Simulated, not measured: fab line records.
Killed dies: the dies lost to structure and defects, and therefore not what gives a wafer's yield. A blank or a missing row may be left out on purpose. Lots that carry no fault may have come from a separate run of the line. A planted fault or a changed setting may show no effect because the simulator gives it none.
fab line records    flow n5-finfet
[record] lots = 7  wafers = 21
route steps=1938 shown PMOS_HMC_CHANNEL_EPI@63 FIN_SAQP@100 FIN_CUT@176 SD_EPI_N@267 SDB@360 HKMG_FIN@403 MOL_CONTACT_COAG@586
start-h: start of the lot's first displayed wafer, in hours after the record's first day    wait-h: time in hours since the lot's previous step    " as in the row above    L1.1+2: one row covering several wafers at once    - either no value or no given start    * or withheld: withheld    < > ~ a bound
route shown NAME@n: names a module that has steps shown in the file, with the first one's number in the route    usual: mean/standard deviation of fault-free wafers    same: alike in all rows    chamber/n: place in a boat    sites: readings site by site    _std_site: standard deviation of those values    _edge_site: mean of outer sites minus mean of inner sites    radius-mm: for every site, how far away it sits from the centre of the wafer    mask NAME#n: copy n    behind: the tool/chamber that last shaped the wafer    hold: why the lot was held/for how many hours/how that ended    device: names the non-switching transistor (n, p or np)    end of line: tests run on the same wafers once the route is complete    step lacking rows: just its recipe    killed: dies that structure and defects cost at the first sort, which is not the same as the wafer's yield    map: the dies of a wafer, with x for killed, . for not killed, _ for no die there
set.NAME: the setting the step ran with; set.NAME@STEP: the setting that earlier step ran with    model.NAME: the simulator's own value behind a step, which no gauge read
lots with deliberately changed settings; one table per step, one row per wafer
[[steps]]
[step N5_PMOS_HMC_CHANNEL_EPI_PEB_07]
[recipe] peb-temp-c = 110  peb-time-s = 60  resist = CAR-ArF-block
lot.wafer   tool            chamber  start-h  wait-h  set.peb-temp-c
L074.2+6    litho-track-04  0        17.54    0.0     113.1
L074.4      "               0        "        "       110
L075.2+4+6  litho-track-01  0        23.25    0.0     110
L082.3      litho-track-01  0        66.02    0.0     110
L082.4+6    "               0        "        "       107.6
L084.3+4+6  litho-track-04  0        77.07    0.0     110
L086.1+2+6  litho-track-01  0        89.63    0.1     110
L093.1+2    litho-track-03  0        131.69   0.1     110
L093.4      "               0        "        "       112.1
L095.1+4    litho-track-03  0        144.12   0.1     110
L095.6      "               0        "        "       106.9
[step N5_PMOS_HMC_CHANNEL_EPI_DEVELOP_08]
[recipe] develop-time-s = 30  developer = TMAH  resist = CAR-ArF-block  dev-temp-c = 23  rinse-liquid = diw  dry = air-spin
lot.wafer   tool            chamber  start-h  wait-h  set.develop-time-s
L074.2+4+6  litho-track-04  0        -        -       30
L075.2+4+6  litho-track-01  0        -        -       30
L082.3+4    litho-track-01  0        -        -       27.68
L082.6      "               0        "        "       30
L084.3+4+6  litho-track-04  0        -        -       30
L086.1+2+6  litho-track-01  0        -        -       30
L093.1      litho-track-03  0        -        -       30
L093.2+4    "               0        "        "       27.53
L095.1+4+6  litho-track-03  0        -        -       30
[step N5_PMOS_HMC_CHANNEL_EPI_CD_MEAS_09]
[recipe] target-cd-nm = 237.4  landing-energy-ev = 500  detector = se-inlens
[usual] cd-nm = 237.0/0.8
lot.wafer  tool       chamber  start-h  wait-h  set.peb-temp-c@PMOS_HMC_CHANNEL_EPI_PEB_07  cd-nm
L074.2     cd-sem-03  0        17.61    -       113.1                                       245.2
L074.4     "          0        "        "       110                                         237.9
L074.6     "          0        "        "       113.1                                       245.0
L075.2     cd-sem-02  0        23.31    -       110                                         236.6
L075.4     "          0        "        "       110                                         237.6
L075.6     "          0        "        "       110                                         236.9
L082.3     cd-sem-01  0        66.09    -       110                                         237.9
L082.4     "          0        "        "       107.6                                       229.5
L082.6     "          0        "        "       107.6                                       230.6
L084.3     cd-sem-03  0        77.14    -       110                                         237.6
L084.4     "          0        "        "       110                                         238.4
L084.6     "          0        "        "       110                                         237.1
L086.1     cd-sem-03  0        89.69    -       110                                         237.0
L086.2     "          0        "        "       110                                         236.3
L086.6     "          0        "        "       110                                         236.3
L093.1     cd-sem-03  0        131.75   -       110                                         237.3
L093.2     "          0        "        "       110                                         236.7
L093.4     "          0        "        "       112.1                                       242.6
L095.1     cd-sem-03  0        144.19   -       110                                         236.6
L095.4     "          0        "        "       110                                         237.0
L095.6     "          0        "        "       106.9                                       227.1
[step N5_PMOS_HMC_CHANNEL_EPI_DESCUM_14]
[recipe] chemistry = O2  time-s = 7.9  source-power-w = 50  bias-power-w = 20  pressure-mtorr = 20  rf-frequency-hz = 2.712e+07  temp-c = 40  resist = CAR-ArF-block  o2-flow-sccm = 225
lot.wafer  tool         chamber  start-h  wait-h  set.peb-temp-c@PMOS_HMC_CHANNEL_EPI_PEB_07  model.PMOS_HMC_CHANNEL_EPI.cd-nm
L074.2     rie-diel-03  2        17.91    0.3     113.1                                       245.4
L074.4     "            3        "        "       110                                         238.2
L074.6     "            0        "        "       113.1                                       244.9
L075.2     rie-diel-03  1        23.62    0.3     110                                         236.2
L075.4     "            2        "        "       110                                         237.6
L075.6     "            0        "        "       110                                         236.8
L082.3     rie-diel-04  1        66.42    0.3     110                                         237.7
L082.4     "            2        "        "       107.6                                       229.6
L082.6     "            3        "        "       107.6                                       230.8
L084.3     rie-diel-03  1        77.80    0.6     110                                         237.7
L084.4     "            2        "        "       110                                         238.3
L084.6     "            2        "        "       110                                         237.2
L086.1     rie-diel-03  3        89.78    0.0     110                                         237.6
L086.2     "            0        "        "       110                                         236.5
L086.6     "            2        "        "       110                                         236.2
L093.1     rie-diel-03  2        132.03   0.2     110                                         237.4
L093.2     "            3        "        "       110                                         236.8
L093.4     "            0        "        "       112.1                                       242.6
L095.1     rie-diel-05  1        144.28   0.0     110                                         236.9
L095.4     "            3        "        "       110                                         237
L095.6     "            2        "        "       106.9                                       227.1
[step N5_PMOS_HMC_CHANNEL_EPI_ETCH_32]
[recipe] chemistry = N2/H2  target = BARC  stop-on = SiO2  target-depth-a = 858  over-etch-frac = 0.3  time-s = 50.3  ion-energy-ev = 200  mask-material = CAR-ArF-block  pressure-mtorr = 30  source-w = 840  bias-w = 150  n2-flow-sccm = 200  h2-flow-sccm = 200
lot.wafer  tool         chamber  start-h  wait-h  set.peb-temp-c@PMOS_HMC_CHANNEL_EPI_PEB_07  model.PMOS_HMC_CHANNEL_EPI.cd-nm
L074.2     rie-diel-03  2        17.95    0.0     113.1                                       247
L074.4     "            3        "        "       110                                         240.4
L074.6     "            0        "        "       113.1                                       247.6
L075.2     rie-diel-03  1        23.66    0.0     110                                         238
L075.4     "            2        "        "       110                                         240
L075.6     "            0        "        "       110                                         240.2
L082.3     rie-diel-04  1        66.46    0.0     110                                         240.7
L082.4     "            2        "        "       107.6                                       232.4
L082.6     "            3        "        "       107.6                                       232.7
L084.3     rie-diel-03  1        77.83    0.0     110                                         239.2
L084.4     "            2        "        "       110                                         241.2
L084.6     "            2        "        "       110                                         239.7
L086.1     rie-diel-03  3        89.82    0.0     110                                         239.7
L086.2     "            0        "        "       110                                         240.2
L086.6     "            2        "        "       110                                         238.6
L093.1     rie-diel-03  2        132.07   0.0     110                                         239.6
L093.2     "            3        "        "       110                                         239.7
L093.4     "            0        "        "       112.1                                       246.6
L095.1     rie-diel-05  1        144.31   0.0     110                                         239.5
L095.4     "            3        "        "       110                                         240.5
L095.6     "            2        "        "       106.9                                       229.6
[step N5_FIN_SAQP_PECVD_06]
[recipe] material = a-Si  target-thk-a = 600  temp-c = 400  precursor = SiH4/He  pressure-torr = 3  rf-w = 100  time-s = 48.1
lot.wafer  tool      chamber  start-h  wait-h  set.time-s  model.a-Si_of_FIN_SAQP_PECVD_06.thk-nm
L074.2     pecvd-04  0        21.47    0.0     50.14       61.46
L074.4     "         1        "        "       48.1        60.91
L074.6     "         0        "        "       50.14       63.82
L075.2     pecvd-04  1        27.55    0.0     48.1        58.71
L075.4     "         1        "        "       48.1        59.71
L075.6     "         0        "        "       51.63       63.72
L082.3     pecvd-04  0        70.01    0.0     48.1        59.38
L082.4     "         1        "        "       52.73       66.73
L082.6     "         0        "        "       52.73       65.81
L084.3     pecvd-03  0        81.62    0.0     41.88       50.44
L084.4     "         1        "        "       48.1        60.18
L084.6     "         0        "        "       41.88       51.08
L086.1     pecvd-02  2        94.43    0.0     48.1        58.25
L086.2     "         0        "        "       48.1        58.87
L086.6     "         2        "        "       48.1        59.35
L093.1     pecvd-04  2        135.86   0.0     50.61       60.73
L093.2     "         1        "        "       50.61       61.88
L093.4     "         0        "        "       48.1        59.65
L095.1     pecvd-04  1        148.36   0.0     48.1        59.14
L095.4     "         1        "        "       48.1        60.12
L095.6     "         0        "        "       48.1        59.46
[step N5_FIN_SAQP_THK_MEAS_07]
[usual] thk-nm = 59.5/0.78
lot.wafer  tool           chamber  start-h  wait-h  set.time-s@FIN_SAQP_PECVD_06  thk-nm
L074.2     film-metro-02  -        21.59    0.1     50.14                         61.4
L074.4     "              -        "        "       48.1                          60.9
L074.6     "              -        "        "       50.14                         63.8
L075.2     film-metro-02  -        27.67    0.1     48.1                          58.7
L075.4     "              -        "        "       48.1                          59.7
L075.6     "              -        "        "       51.63                         63.8
L082.3     film-metro-01  -        70.10    0.1     48.1                          59.4
L082.4     "              -        "        "       52.73                         66.7
L082.6     "              -        "        "       52.73                         65.8
L084.3     film-metro-01  -        81.72    0.1     41.88                         50.5
L084.4     "              -        "        "       48.1                          60.2
L084.6     "              -        "        "       41.88                         51.1
L086.1     film-metro-01  -        94.52    0.1     48.1                          58.2
L086.2     "              -        "        "       48.1                          58.9
L086.6     "              -        "        "       48.1                          59.4
L093.1     film-metro-02  -        135.95   0.1     50.61                         60.7
L093.2     "              -        "        "       50.61                         61.9
L093.4     "              -        "        "       48.1                          59.7
L095.1     film-metro-01  -        148.45   0.1     48.1                          59.1
L095.4     "              -        "        "       48.1                          60.1
L095.6     "              -        "        "       48.1                          59.5
[step N5_FIN_SAQP_DEVELOP_15]
[recipe] develop-time-s = 30  developer = TMAH  resist = CAR-ArF  dev-temp-c = 23  rinse-liquid = diw  dry = air-spin
lot.wafer   tool            chamber  start-h  wait-h  set.develop-time-s
L074.2+4    litho-track-02  0        -        -       34.9
L074.6      "               0        "        "       30
L075.2      litho-track-02  0        -        -       26.13
L075.4+6    "               0        "        "       30
L082.3+4    litho-track-05  0        -        -       30
L082.6      "               0        "        "       34.75
L084.3+4    litho-track-05  0        -        -       30
L084.6      "               0        "        "       26.61
L086.1+2+6  litho-track-02  0        -        -       30
L093.1+4    litho-track-04  0        -        -       30
L093.2      "               0        "        "       33.8
L095.1+6    litho-track-02  0        -        -       31.85
L095.4      "               0        "        "       30
[step N5_FIN_SAQP_HM_OPEN_73]
[recipe] chemistry = CHF3/O2  target = SiO2  stop-on = a-Si  target-depth-a = 120  over-etch-frac = 1.8  mask-material = SOC  time-s = 16.8  pressure-mtorr = 30  source-w = 650  bias-w = 170  Ar_flow_sccm = 200  CHF3_flow_sccm = 50  O2_flow_sccm = 5  ion-energy-ev = 200  ends = end-point
[step N5_FIN_SAQP_STRIP_74]
[recipe] chemistry = CHF3/O2  resist = SiARC  rf-frequency-hz = 6e+07
[step N5_FIN_SAQP_MANDREL_ETCH_22]
[recipe] target-depth-a = 600  chemistry = HBr/Cl2  target = a-Si  stop-on = SiNx  bt-time-s = 10  over-etch-frac = 0.5  time-s = 30  pressure-mtorr = 10  icp-w = 800  bias-w = 75  HBr_flow_sccm = 150  Cl2_flow_sccm = 80  ends = end-point
lot.wafer  tool       chamber  start-h  wait-h  set.time-s@FIN_SAQP_PECVD_06  model.etch.depth-nm
L074.2     rie-si-06  3        22.45    0.0     50.14                         61.46
L074.4     "          0        "        "       48.1                          60.91
L074.6     "          3        "        "       50.14                         63.8
L075.2     rie-si-06  0        28.41    0.0     48.1                          58.71
L075.4     "          1        "        "       48.1                          59.71
L075.6     "          3        "        "       51.63                         63.62
L082.3     rie-si-03  2        70.84    0.0     48.1                          59.38
L082.4     "          1        "        "       52.73                         66.63
L082.6     "          2        "        "       52.73                         65.81
L084.3     rie-si-06  1        82.68    0.0     41.88                         50.44
L084.4     "          2        "        "       48.1                          60.18
L084.6     "          3        "        "       41.88                         51.08
L086.1     rie-si-06  0        95.39    0.0     48.1                          58.24
L086.2     "          2        "        "       48.1                          58.87
L086.6     "          3        "        "       48.1                          59.33
L093.1     rie-si-06  1        136.81   0.0     50.61                         60.63
L093.2     "          2        "        "       50.61                         61.88
L093.4     "          0        "        "       48.1                          59.55
L095.1     rie-si-03  1        149.45   0.0     48.1                          59.05
L095.4     "          0        "        "       48.1                          60.04
L095.6     "          1        "        "       48.1                          59.46
[step N5_FIN_CUT_CUT_ETCH_15]
[recipe] chemistry = HBr/Cl2/O2  target = Si  target-depth-a = 1000  bt-time-s = 10  mask-material = SOC  time-s = 42.4  ion-energy-ev = *  bias-w = *  pressure-mtorr = 10  icp-w = 800  HBr_flow_sccm = 150  Cl2_flow_sccm = 80  O2_flow_sccm = 12
lot.wafer  tool       chamber  start-h  wait-h  set.time-s  model.FIN_CUT.feature-depth-nm  model.etch.depth-nm  model.SOC_of_FIN_CUT_COAT_18.thk-nm
L074.2     rie-si-05  1        28.49    0.1     51.23       119.8                           119.8                163.4
L074.4     "          3        "        "       42.4        100.6                           100.5                171.8
L074.6     "          1        "        "       51.23       119.4                           119.5                163.8
L075.2     rie-si-04  2        33.79    0.1     42.4        101.4                           101.4                169.8
L075.4     "          0        "        "       45.24       107.6                           107.6                168.6
L075.6     "          1        "        "       42.4        101.4                           101.3                171
L082.3     rie-si-05  0        76.22    0.0     42.4        99.6                            99.7                 171.8
L082.4     "          3        "        "       42.4        100.6                           100.7                169.6
L082.6     "          2        "        "       42.4        98                              97.95                171.2
L084.3     rie-si-04  3        89.63    0.0     51.74       126                             126                  160.4
L084.4     "          2        "        "       51.74       121.6                           121.6                162
L084.6     "          0        "        "       42.4        99                              98.98                170.8
L086.1     rie-si-05  1        101.23   0.1     42.4        98.4                            98.42                171.4
L086.2     "          3        "        "       42.4        100.2                           100.2                171.4
L086.6     "          3        "        "       42.4        101                             100.9                171
L093.1     rie-si-04  1        142.49   0.1     42.4        100                             100                  171.6
L093.2     "          2        "        "       42.4        100.6                           100.6                170.6
L093.4     "          0        "        "       42.4        100.4                           100.3                170.8
L095.1     rie-si-05  1        156.42   0.1     37.55       87.2                            87.18                174.2
L095.4     "          3        "        "       37.55       89.2                            89.11                174.2
L095.6     "          1        "        "       42.4        99                              99.1                 169.8
[step N5_FIN_CUT_CUT_ETCH_28]
[recipe] chemistry = HBr/Cl2/O2  target = Si  target-depth-a = 60  mask-material = SOC  time-s = 2.4  ion-energy-ev = *  bias-w = *  pressure-mtorr = 10  icp-w = 800  HBr_flow_sccm = 150  Cl2_flow_sccm = 80  O2_flow_sccm = 12
lot.wafer  tool       chamber  start-h  wait-h  set.time-s@FIN_CUT_CUT_ETCH_15  model.SOC_of_FIN_CUT_COAT_18.thk-nm
L074.2     rie-si-05  1        28.54    0.0     51.23                           161.8
L074.4     "          3        "        "       42.4                            170
L074.6     "          1        "        "       51.23                           162.2
L075.2     rie-si-04  2        33.85    0.0     42.4                            168.2
L075.4     "          0        "        "       45.24                           167
L075.6     "          1        "        "       42.4                            169.4
L082.3     rie-si-05  0        76.27    0.0     42.4                            170
L082.4     "          3        "        "       42.4                            168
L082.6     "          2        "        "       42.4                            169.6
L084.3     rie-si-04  3        89.68    0.0     51.74                           158.8
L084.4     "          2        "        "       51.74                           160.4
L084.6     "          0        "        "       42.4                            169.2
L086.1     rie-si-05  1        101.28   0.0     42.4                            169.6
L086.2     "          3        "        "       42.4                            169.8
L086.6     "          3        "        "       42.4                            169.4
L093.1     rie-si-04  1        142.54   0.0     42.4                            170
L093.2     "          2        "        "       42.4                            168.8
L093.4     "          0        "        "       42.4                            169
L095.1+4   rie-si-05  1,3      156.47   0.0     37.55                           172.4
L095.6     "          1        "        "       42.4                            168
[step N5_SD_EPI_N_EXPOSE_06]
[recipe] mask-id = SD_N_BLK  na = 1.35  source-shape = conventional  sigma-outer = 0.8  polarization = unpolarized  target-cd-nm = 120  dose-mj = 39.75
lot.wafer   tool             chamber  start-h  wait-h  mask        set.dose-mj
L074.2+4    arfi-scanner-01  0        49.83    -       SD_N_BLK#0  39.75
L074.6      "                0        "        "       SD_N_BLK#0  37.43
L075.2+4    arfi-scanner-03  0        54.32    -       SD_N_BLK#0  39.75
L075.6      "                0        "        "       SD_N_BLK#0  41.35
L082.3+6    arfi-scanner-03  0        97.13    -       SD_N_BLK#0  42.43
L082.4      "                0        "        "       SD_N_BLK#0  39.75
L084.3      arfi-scanner-01  0        113.50   -       SD_N_BLK#0  39.75
L084.4+6    "                0        "        "       SD_N_BLK#0  41.39
L086.1+2+6  arfi-scanner-01  0        124.44   -       SD_N_BLK#0  39.75
L093.1+4    arfi-scanner-01  0        166.52   -       SD_N_BLK#0  38.72
L093.2      "                0        "        "       SD_N_BLK#0  39.75
L095.1+4+6  arfi-scanner-01  0        177.90   -       SD_N_BLK#0  39.75
[step N5_SD_EPI_N_PEB_07]
[recipe] peb-temp-c = 110  peb-time-s = 60  resist = CAR-ArF-block
[step N5_SD_EPI_N_DEVELOP_08]
[recipe] develop-time-s = 30  developer = TMAH  resist = CAR-ArF-block  dev-temp-c = 23  rinse-liquid = diw  dry = air-spin
[step N5_SD_EPI_N_CD_MEAS_09]
[recipe] target-cd-nm = 120  landing-energy-ev = 500  detector = se-inlens
[usual] cd-nm = 120.3/0.63
lot.wafer  tool       chamber  start-h  wait-h  set.dose-mj@SD_EPI_N_EXPOSE_06  cd-nm
L074.2     cd-sem-02  0        49.95    -       39.75                           121.2
L074.4     "          0        "        "       39.75                           120.5
L074.6     "          0        "        "       37.43                           116.3
L075.2     cd-sem-01  0        54.44    -       39.75                           121.1
L075.4     "          0        "        "       39.75                           120.5
L075.6     "          0        "        "       41.35                           123.5
L082.3     cd-sem-03  0        97.25    -       42.43                           124.3
L082.4     "          0        "        "       39.75                           119.9
L082.6     "          0        "        "       42.43                           123.6
L084.3     cd-sem-01  0        113.61   -       39.75                           120.2
L084.4     "          0        "        "       41.39                           122.1
L084.6     "          0        "        "       41.39                           122.3
L086.1     cd-sem-02  0        124.57   -       39.75                           119.9
L086.2     "          0        "        "       39.75                           120.1
L086.6     "          0        "        "       39.75                           119.6
L093.1     cd-sem-02  0        166.64   -       38.72                           118.7
L093.2     "          0        "        "       39.75                           120.5
L093.4     "          0        "        "       38.72                           119.3
L095.1     cd-sem-02  0        178.02   -       39.75                           119.8
L095.4     "          0        "        "       39.75                           120.6
L095.6     "          0        "        "       39.75                           119.5
[step N5_SD_EPI_N_DESCUM_14]
[recipe] chemistry = O2  time-s = 7.9  source-power-w = 50  bias-power-w = 20  pressure-mtorr = 20  rf-frequency-hz = 2.712e+07  temp-c = 40  resist = CAR-ArF-block  o2-flow-sccm = 225
lot.wafer  tool         chamber  start-h  wait-h  set.time-s  set.dose-mj@SD_EPI_N_EXPOSE_06  model.SD_EPI_N.cd-nm  model.CAR-ArF-block_of_SD_EPI_N_COAT_03.thk-nm
L074.2     rie-diel-06  3        50.05    0.0     7.9         39.75                           121.2                 143.6
L074.4     "            1        "        "       7.075       39.75                           120.4                 144.2
L074.6     "            3        "        "       7.9         37.43                           115.8                 143.6
L075.2     rie-diel-01  0        54.59    0.1     7.9         39.75                           121.2                 143.8
L075.4     "            1        "        "       7.231       39.75                           120.6                 143.8
L075.6     "            2        "        "       7.9         41.35                           123                   143.4
L082.3     rie-diel-01  1        97.79    0.5     7.9         42.43                           124.2                 143.6
L082.4     "            2        "        "       7.306       39.75                           119.8                 144.4
L082.6     "            1        "        "       7.9         42.43                           124                   143.2
L084.3     rie-diel-06  2        114.42   0.8     7.9         39.75                           120.2                 144
L084.4     "            0        "        "       6.756       41.39                           122                   145.4
L084.6     "            2        "        "       7.9         41.39                           122.2                 144.2
L086.1     rie-diel-06  2        125.25   0.6     7.9         39.75                           119.8                 143.8
L086.2     "            1        "        "       7.9         39.75                           120.2                 143.8
L086.6     "            0        "        "       7.9         39.75                           119.8                 143.2
L093.1     rie-diel-06  1        166.73   0.0     7.9         38.72                           119                   143.2
L093.2     "            2        "        "       7.9         39.75                           120.6                 143.8
L093.4     "            0        "        "       7.9         38.72                           119.2                 143.8
L095.1     rie-diel-01  2        178.11   0.0     7.9         39.75                           119.6                 143.2
L095.4     "            1        "        "       7.9         39.75                           120.6                 143
L095.6     "            0        "        "       6.613       39.75                           119.4                 144.4
[step N5_SDB_ETCH_17]
[recipe] chemistry = CF4  target = SiARC  target-depth-a = 234  mask-material = CAR-ArF  time-s = 39  ion-energy-ev = 80  pressure-mtorr = 40  source-w = 545  bias-w = 36  Ar_flow_sccm = 100  cf4-flow-sccm = 100  ends = cleared
[usual] rf-vpp-V = 183.8/1.1
lot.wafer  tool         chamber  start-h  wait-h  set.bias-w  rf-vpp-V
L074.2     rie-diel-02  3        66.05    0.0     36          183.0
L074.4     "            0        "        "       36          181.9
L074.6     "            2        "        "       41.37       199.6
L075.2     rie-diel-06  1        71.97    0.0     33.93       179.0
L075.4     "            3        "        "       33.93       176.6
L075.6     "            2        "        "       36          185.5
L082.3     rie-diel-01  3        114.28   0.0     40.23       196.3
L082.4     "            0        "        "       36          183.1
L082.6     "            1        "        "       36          184.6
L084.3     rie-diel-06  1        130.78   0.0     31.18       168.4
L084.4     "            1        "        "       31.18       168.7
L084.6     "            0        "        "       36          183.2
L086.1     rie-diel-02  1        141.53   0.0     36          182.4
L086.2     "            0        "        "       36          182.1
L086.6     "            1        "        "       36          183.0
L093.1     rie-diel-06  3        183.72   0.0     36          182.7
L093.2     "            0        "        "       36          184.8
L093.4     "            1        "        "       41.3        200.9
L095.1     rie-diel-01  2        195.11   0.0     36          182.7
L095.4     "            1        "        "       38.72       193.6
L095.6     "            1        "        "       38.72       192.9
[step N5_HKMG_FIN_ETCH_55]
[recipe] chemistry = N2/H2  target = SOC  target-depth-a = 2400  temp-c = 40  time-s = 300  ion-energy-ev = 200  mask-material = SiARC  pressure-mtorr = 30  source-w = 840  bias-w = 150  n2-flow-sccm = 200  h2-flow-sccm = 200
[usual] rf-vpp-V = 523.2/2.4
lot.wafer  tool         chamber  start-h  wait-h  set.bias-w  rf-vpp-V  model.SiARC_of_HKMG_FIN_COAT_42.thk-nm
L074.2     rie-diel-01  2        72.26    0.0     150         522.7     20.8
L074.4     "            1        "        "       150         524.2     21.4
L074.6     "            0        "        "       150         525.8     22
L075.2     rie-diel-02  0        78.78    0.0     150         520.4     21.4
L075.4     "            1        "        "       150         521.1     21.8
L075.6     "            1        "        "       158.7       539.6     20.8
L082.3     rie-diel-01  1        121.81   0.0     150         523.3     21.6
L082.4     "            2        "        "       165         554.8     19.4
L082.6     "            1        "        "       150         521.0     21.6
L084.3     rie-diel-01  2        136.56   0.0     150         522.3     21
L084.4     "            0        "        "       150         524.9     22.2
L084.6     "            1        "        "       150         522.2     21.6
L086.1     rie-diel-06  1        147.06   0.0     150         524.3     21.2
L086.2     "            3        "        "       150         522.0     20.8
L086.6     "            2        "        "       150         525.7     21.2
L093.1     rie-diel-06  1        190.76   0.0     140.3       502.7     22.2
L093.2     "            0        "        "       140.3       507.9     22.8
L093.4     "            3        "        "       140.3       500.4     21.6
L095.1     rie-diel-02  3        200.68   0.0     150         519.3     21.4
L095.4     "            2        "        "       173.5       579.6     18.8
L095.6     "            2        "        "       173.5       577.6     19
[step N5_MOL_CONTACT_COAG_VIA_ETCH_46]
[recipe] chemistry = C4F6/O2  target-depth-a = 460  overetch-a = 92  mask-material = SOC  target = SiO2  bias-w = 455  pressure-mtorr = 10  time-s = 40  source-w = 325  Ar_flow_sccm = 300  C4F6_flow_sccm = 10  O2_flow_sccm = 10  ion-energy-ev = 575.3  ends = end-point
[usual] rf-vpp-V = 1572/28
lot.wafer  tool         chamber  start-h  wait-h  set.bias-w  rf-vpp-V
L074.2     rie-diel-06  3        97.40    0.0     455         1572
L074.4     "            1        "        "       455         1618
L074.6     "            0        "        "       529.5       1689
L075.2     rie-diel-01  0        104.47   0.0     404.4       1425
L075.4     "            1        "        "       455         1565
L075.6     "            2        "        "       404.4       1471
L082.3     rie-diel-01  0        148.60   0.0     385.9       1374
L082.4     "            0        "        "       455         1557
L082.6     "            2        "        "       385.9       1419
L084.3     rie-diel-01  1        166.87   0.0     455         1563
L084.4     "            1        "        "       429.4       1498
L084.6     "            0        "        "       455         1557
L086.1     rie-diel-02  0        176.63   0.0     455         1541
L086.2     "            1        "        "       455         1577
L086.6     "            2        "        "       455         1597
L093.1     rie-diel-06  3        217.97   0.0     530.8       1758
L093.2     "            1        "        "       530.8       1811
L093.4     "            0        "        "       455         1532
L095.1     rie-diel-06  3        228.08   0.0     386.7       1389
L095.4     "            1        "        "       455         1615
L095.6     "            2        "        "       455         1582
[[key]]
[split] step = N5_PMOS_HMC_CHANNEL_EPI_PEB_07  setting = peb-temp-c  stated = 110  by = wafer
[response] step = N5_PMOS_HMC_CHANNEL_EPI_CD_MEAS_09  reading = cd-nm  change = +3.11  per = 1%  r = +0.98
[response] step = N5_PMOS_HMC_CHANNEL_EPI_DESCUM_14  reading = model.PMOS_HMC_CHANNEL_EPI.cd-nm  change = +3.05  per = 1%  r = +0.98
[response] step = N5_PMOS_HMC_CHANNEL_EPI_ETCH_32  reading = model.PMOS_HMC_CHANNEL_EPI.cd-nm  change = +3.29  per = 1%  r = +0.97
[split] step = N5_PMOS_HMC_CHANNEL_EPI_DEVELOP_08  setting = develop-time-s  stated = 30  by = wafer
response none clear
[split] step = N5_FIN_SAQP_PECVD_06  setting = time-s  stated = 48.1  by = wafer
[response] step = N5_FIN_SAQP_PECVD_06  reading = model.a-Si_of_FIN_SAQP_PECVD_06.thk-nm  change = +0.661  per = 1%  r = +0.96
[response] step = N5_FIN_SAQP_THK_MEAS_07  reading = thk-nm  change = *  per = 1%  r = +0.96
[response] step = N5_FIN_SAQP_MANDREL_ETCH_22  reading = model.etch.depth-nm  change = +0.658  per = 1%  r = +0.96
[split] step = N5_FIN_SAQP_DEVELOP_15  setting = develop-time-s  stated = 30  by = wafer
response none clear
[split] step = N5_FIN_CUT_CUT_ETCH_15  setting = time-s  stated = 42.4  by = wafer
[response] step = N5_FIN_CUT_CUT_ETCH_15  reading = model.FIN_CUT.feature-depth-nm  change = +1.01  per = 1%  r = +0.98
[response] step = N5_FIN_CUT_CUT_ETCH_15  reading = model.etch.depth-nm  change = +1.02  per = 1%  r = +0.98
[response] step = N5_FIN_CUT_CUT_ETCH_15  reading = model.SOC_of_FIN_CUT_COAT_18.thk-nm  change = -0.406  per = 1%  r = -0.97
[response] step = N5_FIN_CUT_CUT_ETCH_28  reading = model.SOC_of_FIN_CUT_COAT_18.thk-nm  change = -0.402  per = 1%  r = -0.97
[split] step = N5_SD_EPI_N_EXPOSE_06  setting = dose-mj  stated = 39.75  by = wafer
[response] step = N5_SD_EPI_N_CD_MEAS_09  reading = cd-nm  change = +0.634  per = 1%  r = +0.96
[response] step = N5_SD_EPI_N_DESCUM_14  reading = model.SD_EPI_N.cd-nm  change = +0.656  per = 1%  r = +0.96
[split] step = N5_SD_EPI_N_DESCUM_14  setting = time-s  stated = 7.9  by = wafer
[response] step = N5_SD_EPI_N_DESCUM_14  reading = model.CAR-ArF-block_of_SD_EPI_N_COAT_03.thk-nm  change = -0.0779  per = 1%  r = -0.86
[split] step = N5_SDB_ETCH_17  setting = bias-w  stated = 36  by = wafer
[response] step = N5_SDB_ETCH_17  reading = rf-vpp-V  change = +1.15  per = 1%  r = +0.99
[split] step = N5_HKMG_FIN_ETCH_55  setting = bias-w  stated = 150  by = wafer
[response] step = N5_HKMG_FIN_ETCH_55  reading = rf-vpp-V  change = +3.6  per = 1%  r = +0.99
[response] step = N5_HKMG_FIN_ETCH_55  reading = model.SiARC_of_HKMG_FIN_COAT_42.thk-nm  change = -0.174  per = 1%  r = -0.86
[split] step = N5_MOL_CONTACT_COAG_VIA_ETCH_46  setting = bias-w  stated = 455  by = wafer
[response] step = N5_MOL_CONTACT_COAG_VIA_ETCH_46  reading = rf-vpp-V  change = +11.2  per = 1%  r = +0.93
